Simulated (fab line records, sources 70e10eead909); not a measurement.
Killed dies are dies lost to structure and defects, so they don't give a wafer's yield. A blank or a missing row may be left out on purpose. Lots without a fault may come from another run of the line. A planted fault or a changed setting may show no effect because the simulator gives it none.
Chamber matching | flow nand_harc | NHARC_A_STAIRCASE_ETCH_19 on rie_diel-03: 4 sister chambers
The step etches the open film in C4F8/O2, target depth 100 nm, time 40.5 s. 4 wafers are shown with their chamber, then 6 later ones without.

WAFERS WITH THEIR CHAMBER
wafer  | chamber | rf_vpp_V (V)
L350.3 | 0       | 894
L352.5 | 2       | 886
L355.2 | 3       | 900
L355.3 | 1       | 903

WAFERS WITHOUT THEIR CHAMBER
wafer  | rf_vpp_V (V)
L355.4 | 886
L357.3 | 886
L357.4 | 894
L357.6 | 899
L359.5 | 896
L363.4 | 906

WHICH CHAMBER EACH WENT THROUGH
wafer  | from the rows above     | in truth
L355.4 | 2                       | 2
L357.3 | 2                       | 2
L357.4 | 0                       | 0
L357.6 | can't be placed: 3 or 1 | 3
L359.5 | can't be placed: 0 or 3 | 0
L363.4 | can't be placed: 1 or 3 | 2
Placed correctly: 3 of 6. Can't be placed from these rows: 3 (the true chamber is among the candidates in 2). Placed wrongly: 0.
How it was worked out, from the rows above alone: a wafer's distance from a chamber is the root of the sum, over the readings, of the square of ((its reading less the chamber's mean) divided by the reading's scatter). The wafer belongs to the nearest chamber; if the next one is less than 2 further off, it can't be placed. A chamber's mean is the mean of its shown wafers. The scatter: with one shown wafer a chamber, the root of the mean of the squares of how far each hidden wafer lies from its nearest shown one.
